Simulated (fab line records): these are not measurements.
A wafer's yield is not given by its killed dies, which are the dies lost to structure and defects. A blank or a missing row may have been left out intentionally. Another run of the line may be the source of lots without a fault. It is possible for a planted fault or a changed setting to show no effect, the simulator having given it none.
fab line records	flow n5_finfet
record: lots: 7	wafers: 39
route steps=1938 shown BEOL_M4@1021 BEOL_M5@1160
start_h: hours from the record's opening day to when the first of the lot's shown wafers began	wait_h: hours since the lot's step before	" the same as in the row above	L1.1+2: one row covering several wafers at once	- value missing, or start not given	* or withheld: withheld	< > ~ a bound
route shown NAME@n: names a module that has steps shown in the file, with the first one's number in the route	usual: average and standard deviation across the fault-free wafers	same: alike in all rows	chamber/n: place in a boat	sites: the reading at each site	_std_site: the values' standard deviation	_edge_site: the outer-site mean with the inner-site mean subtracted	radius_mm: for every site, how far away it sits from the centre of the wafer	mask NAME#n: copy n	behind: the last tool/chamber to shape the wafer	hold: why the lot was held/for how many hours/how that ended	device: which transistor (n, p or np) failed to switch	end of line: the tests these same wafers got at the end of their route	step lacking rows: just its recipe	killed: the dies lost at the first sort to structure and to defects; this is not the yield of the wafer	map: a wafer's dies, x killed, . not, _ none there
set.NAME: the setting that was run; set.NAME@STEP: the one run at that earlier step	model.NAME: the simulator's own value behind a step, which no gauge read
lots run with intentionally changed settings; tables by step, rows by wafer
== steps ==
step: N5_BEOL_M4_ILD_DEP_00
recipe: material: SiOC	target_thk_a: 790	temp_c: 350	precursor: DEMS/O2	pressure_torr: 5	rf_w: 500	time_s: 15.3
lot.wafer	tool	chamber	start_h	wait_h	set.time_s	model.SiOC_of_BEOL_M4_ILD_DEP_00.thk_nm
L075.1	pecvd-03	2	158.64	0.0	10.33	54.8
L075.2	"	0	"	"	10.33	54.4
L075.3	"	0	"	"	15.3	80.2
L075.4	"	2	"	"	10.33	54.2
L075.5	"	2	"	"	15.3	80.8
L075.6	"	0	"	"	15.3	79.6
L078.1	pecvd-02	0	174.81	0.0	15.3	78
L078.2	"	1	"	"	15.3	78.4
L078.4	"	2	"	"	15.3	79.4
L080.1+2	pecvd-04	0,1	180.03	0.0	15.3	77.2
L080.3	"	2	"	"	15.3	77.8
L080.4	"	0	"	"	15.3	79.2
L080.5	"	2	"	"	15.3	80.6
L080.6	"	1	"	"	15.3	78.6
L081.1	pecvd-02	1	197.61	0.0	15.3	78
L081.2	"	0	"	"	15.3	75.8
L081.3	"	2	"	"	15.3	77.6
L081.4	"	0	"	"	15.3	78.2
L081.5	"	1	"	"	15.3	80
L081.6	"	2	"	"	15.3	78.8
L082.1	pecvd-03	0	210.27	0.0	20.87	106.2
L082.2	"	1	"	"	15.3	78.6
L082.3	"	1	"	"	15.3	79.2
L082.4	"	0	"	"	15.3	79.6
L082.5	"	1	"	"	20.87	108.2
L082.6	"	0	"	"	20.87	107.6
L087.1+3	pecvd-04	1,0	228.98	0.0	15.3	79
L087.2	"	2	"	"	15.3	79.2
L087.4	"	2	"	"	15.3	80.6
L087.5	"	0	"	"	15.3	80.4
L087.6	"	1	"	"	15.3	79.8
L091.1	pecvd-04	0	259.77	0.0	7.359	38.6
L091.2	"	1	"	"	15.3	78.4
L091.3	"	2	"	"	15.3	78.6
L091.4	"	2	"	"	15.3	80.4
L091.5	"	1	"	"	7.359	38.2
L091.6	"	0	"	"	7.359	39.2
step: N5_BEOL_M4_THK_MEAS_01
recipe: reads: SiOC_of_BEOL_M4_ILD_DEP_00
usual: M4_ILD_THK: 79.1/1.1
lot.wafer	tool	chamber	start_h	wait_h	set.time_s@BEOL_M4_ILD_DEP_00	M4_ILD_THK[nm]
L075.1	film_metro-02	-	158.73	0.1	10.33	54.8
L075.2	"	-	"	"	10.33	54.5
L075.3	"	-	"	"	15.3	80.2
L075.4	"	-	"	"	10.33	54.1
L075.5	"	-	"	"	15.3	80.8
L075.6	"	-	"	"	15.3	79.7
L078.1	film_metro-02	-	174.88	0.0	15.3	78.0
L078.2	"	-	"	"	15.3	78.4
L078.4	"	-	"	"	15.3	79.5
L080.1	film_metro-01	-	180.09	0.0	15.3	77.2
L080.2	"	-	"	"	15.3	77.2
L080.3	"	-	"	"	15.3	77.8
L080.4	"	-	"	"	15.3	79.2
L080.5	"	-	"	"	15.3	80.7
L080.6	"	-	"	"	15.3	78.6
L081.1	film_metro-01	-	197.68	0.0	15.3	78.0
L081.2	"	-	"	"	15.3	75.8
L081.3	"	-	"	"	15.3	77.6
L081.4	"	-	"	"	15.3	78.1
L081.5	"	-	"	"	15.3	80.0
L081.6	"	-	"	"	15.3	78.7
L082.1	film_metro-01	-	210.35	0.1	20.87	106.2
L082.2	"	-	"	"	15.3	78.6
L082.3	"	-	"	"	15.3	79.3
L082.4	"	-	"	"	15.3	79.6
L082.5	"	-	"	"	20.87	108.4
L082.6	"	-	"	"	20.87	107.6
L087.1	film_metro-02	-	229.05	0.0	15.3	79.0
L087.2	"	-	"	"	15.3	79.2
L087.3	"	-	"	"	15.3	79.0
L087.4	"	-	"	"	15.3	80.6
L087.5	"	-	"	"	15.3	80.5
L087.6	"	-	"	"	15.3	79.8
L091.1	film_metro-02	-	259.84	0.0	7.359	38.7
L091.2	"	-	"	"	15.3	78.4
L091.3	"	-	"	"	15.3	78.8
L091.4	"	-	"	"	15.3	80.5
L091.5	"	-	"	"	7.359	38.3
L091.6	"	-	"	"	7.359	39.1
step: N5_BEOL_M5_TRENCH_ETCH_37
recipe: chemistry: C4F6/O2	target_depth_a: 716.52	target: SiCOH_lowk	time_s: 24.7	ion_energy_ev: 250	pressure_mtorr: 30	source_w: 345	bias_w: 185	Ar_flow_sccm: 300	C4F6_flow_sccm: 10	O2_flow_sccm: 10
lot.wafer	tool	chamber	start_h	wait_h	set.time_s	model.BEOL_M5.feature_depth_nm	model.etch.depth_nm
L075.1	rie_diel-01	2	-	-	36.47	109.4	109.5
L075.2	"	0	"	"	24.7	71.2	71.12
L075.3	"	1	"	"	36.47	104.8	104.8
L075.4	"	3	"	"	36.47	106.4	106.4
L075.5	"	2	"	"	24.7	73.8	73.78
L075.6	"	1	"	"	24.7	71	71.02
L078.1	rie_diel-05	3	-	-	24.7	67.6	67.51
L078.2	"	1	"	"	24.7	70.8	70.87
L078.4	"	0	"	"	24.7	73	73.1
L080.1	rie_diel-05	3	-	-	24.7	67.6	67.67
L080.2	"	0	"	"	18.2	53.8	53.76
L080.3	"	2	"	"	18.2	53	53
L080.4	"	1	"	"	24.7	70.6	70.68
L080.5	"	3	"	"	18.2	49.8	49.86
L080.6	"	2	"	"	24.7	71.6	71.58
L081.1	rie_diel-05	0	-	-	17.52	50.4	50.4
L081.2	"	1	"	"	24.7	70	69.97
L081.3	"	3	"	"	24.7	67.2	67.15
L081.4	"	2	"	"	17.52	50.2	50.16
L081.5	"	3	"	"	17.52	47.8	47.78
L081.6	"	0	"	"	24.7	71.2	71.22
L082.1	rie_diel-05	1	-	-	39.44	113.2	113.3
L082.2	"	2	"	"	24.7	71.2	71.24
L082.3	"	3	"	"	24.7	68.2	68.27
L082.4	"	0	"	"	39.44	116.4	116.4
L082.5	"	0	"	"	39.44	115.4	115.4
L082.6	"	1	"	"	24.7	70.4	70.4
L087.1	rie_diel-05	0	-	-	24.7	72.4	72.41
L087.2	"	1	"	"	16.02	46	46
L087.3	"	3	"	"	24.7	68.6	68.63
L087.4	"	2	"	"	16.02	46.4	46.4
L087.5	"	2	"	"	16.02	46.2	46.13
L087.6	"	1	"	"	24.7	71.6	71.67
L091.1	rie_diel-01	1	-	-	18.3	51.8	51.78
L091.2	"	3	"	"	24.7	71.2	71.16
L091.3	"	0	"	"	18.3	53	52.91
L091.4	"	2	"	"	18.3	53.6	53.66
L091.5	"	3	"	"	24.7	71.2	71.3
L091.6	"	2	"	"	24.7	72.4	72.45
step: N5_BEOL_M5_ETCH_41
recipe: chemistry: CH3F/O2	target: SiCN	target_depth_a: 315	taper_deg: 2	time_s: 56.7	ion_energy_ev: 120	mask_material: TiN	pressure_mtorr: 30	source_w: 395	bias_w: 75	Ar_flow_sccm: 150	CH3F_flow_sccm: 30	O2_flow_sccm: 20
step: N5_BEOL_M5_STRIP_91
recipe: chemistry: N2/H2	time_s: 10	power_w: 450	temp_c: 40	pressure_mtorr: 20	rf_frequency_hz: 6e+07	bias_power_w: 7	n2_flow_sccm: 200	h2_flow_sccm: 200
step: N5_BEOL_M5_OCD_MEAS_38
usual: trench_depth_nm: 71.3/1.7
lot.wafer	tool	chamber	start_h	wait_h	set.time_s@BEOL_M5_TRENCH_ETCH_37	trench_depth_nm
L075.1	ocd-02	-	172.47	-	36.47	109.4
L075.2	"	-	"	"	24.7	71.1
L075.3	"	-	"	"	36.47	104.6
L075.4	"	-	"	"	36.47	106.3
L075.5	"	-	"	"	24.7	74.2
L075.6	"	-	"	"	24.7	71.0
L078.1	ocd-02	-	190.03	-	24.7	68.1
L078.2	"	-	"	"	24.7	70.5
L078.4	"	-	"	"	24.7	73.0
L080.1	ocd-02	-	197.04	-	24.7	67.7
L080.2	"	-	"	"	18.2	53.6
L080.3	"	-	"	"	18.2	53.3
L080.4	"	-	"	"	24.7	70.6
L080.5	"	-	"	"	18.2	49.9
L080.6	"	-	"	"	24.7	71.4
L081.1	ocd-02	-	214.99	-	17.52	50.7
L081.2	"	-	"	"	24.7	69.9
L081.3	"	-	"	"	24.7	67.0
L081.4	"	-	"	"	17.52	49.6
L081.5	"	-	"	"	17.52	47.8
L081.6	"	-	"	"	24.7	71.2
L082.1	ocd-02	-	220.95	-	39.44	113.3
L082.2	"	-	"	"	24.7	71.4
L082.3	"	-	"	"	24.7	68.0
L082.4	"	-	"	"	39.44	116.1
L082.5	"	-	"	"	39.44	114.8
L082.6	"	-	"	"	24.7	70.6
L087.1	ocd-02	-	253.70	-	24.7	72.4
L087.2	"	-	"	"	16.02	46.1
L087.3	"	-	"	"	24.7	68.8
L087.4	"	-	"	"	16.02	46.2
L087.5	"	-	"	"	16.02	46.1
L087.6	"	-	"	"	24.7	71.3
L091.1	ocd-02	-	276.02	-	18.3	51.6
L091.2	"	-	"	"	24.7	71.5
L091.3	"	-	"	"	18.3	52.8
L091.4	"	-	"	"	18.3	53.5
L091.5	"	-	"	"	24.7	71.3
L091.6	"	-	"	"	24.7	72.4
step: N5_BEOL_M5_HM_STRIP_39
recipe: chemistry: peroxide_tin_strip	material: TiN	target_depth_a: 250	temp_c: 50	time_s: 158
step: N5_BEOL_M5_SRD_40
recipe: time_s: 30	temp_c: 23	rinse_liquid: diw	dry: ipa_marangoni
step: N5_BEOL_M5_ECD_50
recipe: material: Cu	target_thk_a: 3000
step: N5_BEOL_M5_ANNEAL_51
recipe: temp_c: 225	time_s: 90	ambient: N2
step: N5_BEOL_M5_CMP_52
recipe: stop_on: SiCOH_lowk	t_overpolish_s: 6.9	down_force_psi: 1	platen_rpm: 50	clearing_platen_down_force_psi: 1.5	clearing_platen_rpm: 50	post_cmp_clean: cu_alkaline	target_thk_nm: 62	clearing_platen_pad_velocity_m_s: 0.99484	pad_velocity_m_s: 0.99484
lot.wafer	tool	chamber	start_h	wait_h	set.time_s@BEOL_M5_TRENCH_ETCH_37	model.Cu_of_BEOL_M5_ECD_50.thk_nm
L075.2	cmp-04	3	181.33	0.2	24.7	61.2
L075.3	"	0	"	"	36.47	96
L075.4	"	1	"	"	36.47	96.6
L075.1	"	2	"	"	36.47	100.2
L075.5	"	3	"	"	24.7	63.6
L075.6	"	0	"	"	24.7	62.8
L078.1	cmp-04	2	196.72	0.5	24.7	59
L078.4	"	3	"	"	24.7	63
L078.2	"	1	"	"	24.7	60.4
L080.3	cmp-01	3	203.53	0.2	18.2	45.8
L080.4	"	0	"	"	24.7	62.8
L080.2	"	1	"	"	18.2	46.2
L080.1	"	2	"	"	24.7	60.6
L080.6	"	3	"	"	24.7	66.4
L080.5	"	0	"	"	18.2	42.6
L081.1	cmp-04	1	221.76	0.3	17.52	39.4
L081.2	"	2	"	"	24.7	60.4
L081.4	"	3	"	"	17.52	38.4
L081.3	"	0	"	"	24.7	58
L081.5	"	1	"	"	17.52	36.2
L081.6	"	2	"	"	24.7	61.4
L082.1	cmp-04	3	228.93	0.3	39.44	102
L082.4	"	0	"	"	39.44	106.8
L082.3	"	1	"	"	24.7	56.8
L082.2	"	2	"	"	24.7	61.8
L082.6	"	3	"	"	24.7	59.2
L082.5	"	0	"	"	39.44	105.6
L087.2	cmp-04	3	260.46	0.2	16.02	36.2
L087.3	"	0	"	"	24.7	60.6
L087.4+5	"	1,3	"	"	16.02	37.6
L087.1	"	2	"	"	24.7	65.6
L087.6	"	0	"	"	24.7	63.8
L091.3	cmp-01	3	284.28	0.2	18.3	47.8
L091.2	"	0	"	"	24.7	65
L091.4	"	1	"	"	18.3	44.8
L091.1	"	2	"	"	18.3	45.2
L091.6	"	3	"	"	24.7	66.2
L091.5	"	0	"	"	24.7	64.4
step: N5_BEOL_M5_THK_MEAS_53
recipe: thk_meas_gauge: xrf	reads: Cu_of_BEOL_M5_ECD_50
usual: M5_THK: 63.2/2.4
lot.wafer	tool	chamber	start_h	wait_h	set.time_s@BEOL_M5_TRENCH_ETCH_37	M5_THK[nm]
L075.1	film_metro-01	-	181.62	-	36.47	102.7
L075.2	"	-	"	"	24.7	62.6
L075.3	"	-	"	"	36.47	98.4
L075.4	"	-	"	"	36.47	98.8
L075.5	"	-	"	"	24.7	65.3
L075.6	"	-	"	"	24.7	64.2
L078.1	film_metro-02	-	197.01	-	24.7	59.7
L078.2	"	-	"	"	24.7	60.9
L078.4	"	-	"	"	24.7	64.0
L080.1	film_metro-02	-	203.82	-	24.7	61.4
L080.2	"	-	"	"	18.2	46.5
L080.3	"	-	"	"	18.2	46.3
L080.4	"	-	"	"	24.7	63.4
L080.5	"	-	"	"	18.2	43.1
L080.6	"	-	"	"	24.7	67.0
L081.1	film_metro-02	-	222.06	-	17.52	39.7
L081.2	"	-	"	"	24.7	60.9
L081.3	"	-	"	"	24.7	58.5
L081.4	"	-	"	"	17.52	38.7
L081.5	"	-	"	"	17.52	36.7
L081.6	"	-	"	"	24.7	61.6
L082.1	film_metro-02	-	229.22	-	39.44	102.7
L082.2	"	-	"	"	24.7	62.5
L082.3	"	-	"	"	24.7	57.6
L082.4	"	-	"	"	39.44	108.3
L082.5	"	-	"	"	39.44	106.9
L082.6	"	-	"	"	24.7	60.2
L087.1	film_metro-02	-	260.75	-	24.7	66.3
L087.2	"	-	"	"	16.02	36.6
L087.3	"	-	"	"	24.7	61.3
L087.4	"	-	"	"	16.02	37.9
L087.5	"	-	"	"	16.02	38.1
L087.6	"	-	"	"	24.7	64.6
L091.1	film_metro-02	-	284.58	-	18.3	45.7
L091.2	"	-	"	"	24.7	66.0
L091.3	"	-	"	"	18.3	48.3
L091.4	"	-	"	"	18.3	45.4
L091.5	"	-	"	"	24.7	65.3
L091.6	"	-	"	"	24.7	67.2
step: N5_BEOL_M5_PRE_CLEAN_77
recipe: gas: NH3/H2	time_s: 15	temp_c: *	rf_power_w: 300
step: N5_BEOL_M5_CO_CAP_78
recipe: material: Co	target_thk_a: 20	temp_c: 200	precursor: CCTBA/H2	pressure_torr: 30	time_s: 102.1
step: N5_BEOL_M5_PRE_CLEAN_55
recipe: gas: NH3	time_s: 15	temp_c: withheld	rf_power_w: 300
step: N5_BEOL_M5_DEP_56
recipe: material: SiCN	target_thk_a: 80	temp_c: withheld	precursor: 3MS/NH3	pressure_torr: 3	rf_w: 202	time_s: 14
step: N5_BEOL_M5_RS_MEAS_57
recipe: thk_meas_gauge: four-point-probe	reads: Co_of_BEOL_M5_CO_CAP_78+Cu_of_BEOL_M5_ECD_50+Co_of_BEOL_M5_CVD_47+TaN_of_BEOL_M5_ALD_86
usual: M5_RS: 0.386/0.018
lot.wafer	tool	chamber	start_h	wait_h	set.time_s@BEOL_M5_TRENCH_ETCH_37	M5_RS[ohm/sq]
L075.1	film_metro-02	-	181.89	0.1	36.47	0.220
L075.2	"	-	"	"	24.7	0.393
L075.3	"	-	"	"	36.47	0.231
L075.4	"	-	"	"	36.47	0.229
L075.5	"	-	"	"	24.7	0.373
L075.6	"	-	"	"	24.7	0.380
L078.1	film_metro-02	-	197.27	0.0	24.7	0.411
L078.2	"	-	"	"	24.7	0.400
L078.4	"	-	"	"	24.7	0.378
L080.1	film_metro-01	-	204.29	0.0	24.7	0.397
L080.2	"	-	"	"	18.2	0.555
L080.3	"	-	"	"	18.2	0.564
L080.4	"	-	"	"	24.7	0.381
L080.5	"	-	"	"	18.2	0.616
L080.6	"	-	"	"	24.7	0.356
L081.1	film_metro-02	-	222.32	0.0	17.52	0.681
L081.2	"	-	"	"	24.7	0.399
L081.3	"	-	"	"	24.7	0.418
L081.4	"	-	"	"	17.52	0.703
L081.5	"	-	"	"	17.52	0.759
L081.6	"	-	"	"	24.7	0.392
L082.1	film_metro-01	-	229.51	0.0	39.44	0.216
L082.2	"	-	"	"	24.7	0.390
L082.3	"	-	"	"	24.7	0.430
L082.4	"	-	"	"	39.44	0.204
L082.5	"	-	"	"	39.44	0.208
L082.6	"	-	"	"	24.7	0.409
L087.1	film_metro-02	-	261.01	0.0	24.7	0.361
L087.2	"	-	"	"	16.02	0.760
L087.3	"	-	"	"	24.7	0.397
L087.4	"	-	"	"	16.02	0.723
L087.5	"	-	"	"	16.02	0.722
L087.6	"	-	"	"	24.7	0.373
L091.1	film_metro-01	-	284.84	0.0	18.3	0.574
L091.2	"	-	"	"	24.7	0.365
L091.3	"	-	"	"	18.3	0.534
L091.4	"	-	"	"	18.3	0.578
L091.5	"	-	"	"	24.7	0.370
L091.6	"	-	"	"	24.7	0.357
== key ==
split: step: N5_BEOL_M4_ILD_DEP_00	setting: time_s	stated: 15.3	by: wafer
response: step: N5_BEOL_M4_ILD_DEP_00	reading: model.SiOC_of_BEOL_M4_ILD_DEP_00.thk_nm	change: +0.781	per: 1%	r: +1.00
response: step: N5_BEOL_M4_THK_MEAS_01	reading: M4_ILD_THK	change: +0.782	per: 1%	r: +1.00
split: step: N5_BEOL_M5_TRENCH_ETCH_37	setting: time_s	stated: 24.7	by: wafer
response: step: N5_BEOL_M5_TRENCH_ETCH_37	reading: model.BEOL_M5.feature_depth_nm	change: +0.728	per: 1%	r: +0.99
response: step: N5_BEOL_M5_TRENCH_ETCH_37	reading: model.etch.depth_nm	change: +0.729	per: 1%	r: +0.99
response: step: N5_BEOL_M5_OCD_MEAS_38	reading: trench_depth_nm	change: +0.725	per: 1%	r: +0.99
response: step: N5_BEOL_M5_CMP_52	reading: model.Cu_of_BEOL_M5_ECD_50.thk_nm	change: +0.747	per: 1%	r: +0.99
response: step: N5_BEOL_M5_THK_MEAS_53	reading: M5_THK	change: +0.757	per: 1%	r: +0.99
response: step: N5_BEOL_M5_RS_MEAS_57	reading: M5_RS	shape: bent	at_lowest: 0.735	at_stated: 0.387	at_highest: 0.209
